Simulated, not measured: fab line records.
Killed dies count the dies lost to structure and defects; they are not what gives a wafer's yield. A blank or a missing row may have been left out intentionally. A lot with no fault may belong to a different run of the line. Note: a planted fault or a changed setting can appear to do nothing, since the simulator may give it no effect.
Chamber matching || flow n5_finfet || rie_diel-05 running N5_HKMG_FIN_STRIP_57: 4 sister chambers
The step strips in CF4. 14 wafers are shown with their chamber, then 7 later ones without.

## WAFERS, EACH WITH ITS CHAMBER
{"wafer": "L074.4", "chamber": 3, "drypump_motor_current_A (A)": 5.8, "showerhead_plenum_p_Torr (Torr)": 1.76, "throttle_valve_pct (%)": 13.34}
{"wafer": "L074.5", "chamber": 1, "drypump_motor_current_A (A)": 5.5, "showerhead_plenum_p_Torr (Torr)": 1.87, "throttle_valve_pct (%)": 13.63}
{"wafer": "L074.6", "chamber": 2, "drypump_motor_current_A (A)": 5.5, "showerhead_plenum_p_Torr (Torr)": 1.83, "throttle_valve_pct (%)": 13.37}
{"wafer": "L078.1", "chamber": 3, "drypump_motor_current_A (A)": 5.8, "showerhead_plenum_p_Torr (Torr)": 1.76, "throttle_valve_pct (%)": 13.32}
{"wafer": "L078.3", "chamber": 2, "drypump_motor_current_A (A)": 5.5, "showerhead_plenum_p_Torr (Torr)": 1.83, "throttle_valve_pct (%)": 13.37}
{"wafer": "L078.5", "chamber": 0, "drypump_motor_current_A (A)": 5.6, "showerhead_plenum_p_Torr (Torr)": 1.90, "throttle_valve_pct (%)": 13.17}
{"wafer": "L082.2", "chamber": 2, "drypump_motor_current_A (A)": 5.5, "showerhead_plenum_p_Torr (Torr)": 1.82, "throttle_valve_pct (%)": 13.40}
{"wafer": "L082.3", "chamber": 1, "drypump_motor_current_A (A)": 5.5, "showerhead_plenum_p_Torr (Torr)": 1.86, "throttle_valve_pct (%)": 13.66}
{"wafer": "L082.6", "chamber": 0, "drypump_motor_current_A (A)": 5.7, "showerhead_plenum_p_Torr (Torr)": 1.90, "throttle_valve_pct (%)": 13.17}
{"wafer": "L091.1", "chamber": 0, "drypump_motor_current_A (A)": 5.7, "showerhead_plenum_p_Torr (Torr)": 1.90, "throttle_valve_pct (%)": 13.23}
{"wafer": "L091.2", "chamber": 3, "drypump_motor_current_A (A)": 5.8, "showerhead_plenum_p_Torr (Torr)": 1.75, "throttle_valve_pct (%)": 13.41}
{"wafer": "L091.6", "chamber": 2, "drypump_motor_current_A (A)": 5.5, "showerhead_plenum_p_Torr (Torr)": 1.82, "throttle_valve_pct (%)": 13.43}
{"wafer": "L092.1", "chamber": 0, "drypump_motor_current_A (A)": 5.6, "showerhead_plenum_p_Torr (Torr)": 1.89, "throttle_valve_pct (%)": 13.21}
{"wafer": "L092.2", "chamber": 1, "drypump_motor_current_A (A)": 5.5, "showerhead_plenum_p_Torr (Torr)": 1.85, "throttle_valve_pct (%)": 13.73}

SIGNATURES, as means of the wafers listed above
{"reading": "drypump_motor_current_A", "chamber 0": 5.650, "chamber 1": 5.500, "chamber 2": 5.500, "chamber 3": 5.800, "scatter within a chamber": 0.0316}
{"reading": "showerhead_plenum_p_Torr", "chamber 0": 1.8975, "chamber 1": 1.8600, "chamber 2": 1.8250, "chamber 3": 1.7567, "scatter within a chamber": 0.00665}
{"reading": "throttle_valve_pct", "chamber 0": 13.1950, "chamber 1": 13.6733, "chamber 2": 13.3925, "chamber 3": 13.3567, "scatter within a chamber": 0.0386}
Rule: distance of a wafer from a chamber = root of the sum over the readings of ((wafer's reading minus chamber's mean) / reading's scatter) squared. If the next closest chamber is less than 2 further off than the closest, the wafer can't be placed; otherwise it belongs to the closest. How the scatter is found: for the shown wafers, subtract from each reading the mean of its chamber, square and add these, divide the total by (wafers less chambers), then take the root.

## WAFERS WITHOUT THEIR CHAMBER
{"wafer": "L092.3", "drypump_motor_current_A (A)": 5.5, "showerhead_plenum_p_Torr (Torr)": 1.82, "throttle_valve_pct (%)": 13.43}
{"wafer": "L093.3", "drypump_motor_current_A (A)": 5.5, "showerhead_plenum_p_Torr (Torr)": 1.82, "throttle_valve_pct (%)": 13.44}
{"wafer": "L093.4", "drypump_motor_current_A (A)": 5.8, "showerhead_plenum_p_Torr (Torr)": 1.75, "throttle_valve_pct (%)": 13.42}
{"wafer": "L093.6", "drypump_motor_current_A (A)": 5.8, "showerhead_plenum_p_Torr (Torr)": 1.75, "throttle_valve_pct (%)": 13.42}
{"wafer": "L096.3", "drypump_motor_current_A (A)": 5.8, "showerhead_plenum_p_Torr (Torr)": 1.75, "throttle_valve_pct (%)": 13.44}
{"wafer": "L096.4", "drypump_motor_current_A (A)": 5.5, "showerhead_plenum_p_Torr (Torr)": 1.85, "throttle_valve_pct (%)": 13.74}
{"wafer": "L096.6", "drypump_motor_current_A (A)": 5.5, "showerhead_plenum_p_Torr (Torr)": 1.85, "throttle_valve_pct (%)": 13.74}

## EACH ONE'S CHAMBER
{"wafer": "L092.3", "from the rows above": 2, "in truth": 2}
{"wafer": "L093.3", "from the rows above": 2, "in truth": 2}
{"wafer": "L093.4", "from the rows above": 3, "in truth": 3}
{"wafer": "L093.6", "from the rows above": 3, "in truth": 3}
{"wafer": "L096.3", "from the rows above": 3, "in truth": 3}
{"wafer": "L096.4", "from the rows above": 1, "in truth": 1}
{"wafer": "L096.6", "from the rows above": 1, "in truth": 1}
Placed correctly: 7 of 7. Number that these rows cannot place: 0. Number placed wrongly: 0.
